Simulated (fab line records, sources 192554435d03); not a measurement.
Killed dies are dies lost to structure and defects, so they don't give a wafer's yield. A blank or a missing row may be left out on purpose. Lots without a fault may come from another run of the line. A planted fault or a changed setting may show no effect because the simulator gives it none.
Split-lot experiment | flow n5_finfet | 7 lots, 21 wafers read, on a route of 1938 steps

THE SPLIT
At N5_BEOL_M9_DESCUM_16 (chemistry O2, time 7.9 s), the setting time_s was moved away from the recipe's 7.9 s on 8 of the 21 wafers read, by -17.8% to +15.2%. The other wafers ran this setting at the recipe's value.

The reading is taken at the split's own step.

THE READING
CAR-ArF_of_BEOL_M9_COAT_05.thk_nm (the simulator's own value, which no gauge read), in nm, at N5_BEOL_M9_DESCUM_16 (chemistry O2, time 7.9 s). The file gives no usual value for it. The 13 wafers here that ran the recipe average 83.8 nm, standard deviation 0.29 nm.

wafer  | tool, chamber at the split | time_s as run, s | against the recipe | CAR-ArF_of_BEOL_M9_COAT_05.thk_nm, nm | against lot-mates on the recipe
L074.1 | rie_diel-06, 1             | 7.297            | -7.6%              | 83.8                                  | +0.1
L074.2 | rie_diel-06, 3             | 7.9              | recipe             | 83.8                                  | -
L074.6 | rie_diel-06, 3             | 7.9              | recipe             | 83.6                                  | -
L076.1 | rie_diel-06, 3,1           | 7.9              | recipe             | 84                                    | -
L076.6 | rie_diel-06, 3,1           | 7.9              | recipe             | 84                                    | -
L076.3 | rie_diel-06, 0             | 7.9              | recipe             | 83.8                                  | -
L078.3 | rie_diel-06, 3             | 7.9              | recipe             | 83.6                                  | -
L078.4 | rie_diel-06, 0,3           | 7.9              | recipe             | 83.8                                  | -
L078.6 | rie_diel-06, 0,3           | 7.9              | recipe             | 83.8                                  | -
L081.1 | rie_diel-06, 0             | 7.032            | -11.0%             | 83.8                                  | +0.4
L081.2 | rie_diel-06, 1             | 7.9              | recipe             | 83.4                                  | -
L081.6 | rie_diel-06, 3             | 7.032            | -11.0%             | 84.4                                  | +1.0
L080.1 | rie_diel-02, 3             | 6.494            | -17.8%             | 84.4                                  | +0.8
L080.3 | rie_diel-02, 2             | 7.9              | recipe             | 83.6                                  | -
L080.5 | rie_diel-02, 2             | 6.494            | -17.8%             | 84.6                                  | +1.0
L088.2 | rie_diel-06, 2             | 9.1              | +15.2%             | 83.2                                  | -1.0
L088.3 | rie_diel-06, 3             | 7.9              | recipe             | 84.4                                  | -
L088.5 | rie_diel-06, 3             | 7.9              | recipe             | 84                                    | -
L097.2 | rie_diel-06, 1             | 8.472            | +7.2%              | 83.2                                  | +0.0
L097.3 | rie_diel-06, 3             | 8.472            | +7.2%              | 82.8                                  | -0.4
L097.5 | rie_diel-06, 1             | 7.9              | recipe             | 83.2                                  | -
Where a row lists several chambers, the file gives one row for several wafers and doesn't say which wafer went through which chamber.

THE FIT
A straight line over all 21 wafers: CAR-ArF_of_BEOL_M9_COAT_05.thk_nm changes by -0.044 nm for each +1% of time_s; r = -0.75; the points scatter about the line by 0.31 nm.
The same after taking each lot's own level away (the mean of its wafers on the recipe; 21 wafers): -0.0522 nm for each +1%; r = -0.91; scatter 0.19 nm.
On that fit, the largest move of time_s shifts the reading by 0.93 nm.
The lots' own levels span 83.20 to 84.20 nm, that is 3.4 times the standard deviation above.
So the lot-to-lot level blurs the effect unless lot-mates are compared.
Check: with one of the wafers moved furthest among these (-17.8%) left out of the fit, the line predicts +0.977 nm for it against its lot-mates. It came out at +0.8 nm against them.

OTHER SPLITS ON THESE WAFERS
These wafers also went through other splits before the reading. Each is held against what the fit with the lots' levels taken away leaves over:
other split on the same wafers    | wafers away from the commonest value | r with CAR-ArF_of_BEOL_M9_COAT_05.thk_nm (lot level and that fit taken away)
N5_BEOL_M9_HM_DEP_02 target_thk_a | 10                                   | -0.22

THE FILE'S OWN FIT
CAR-ArF_of_BEOL_M9_COAT_05.thk_nm changes by -0.0528 nm for each +1% of time_s, r = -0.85.
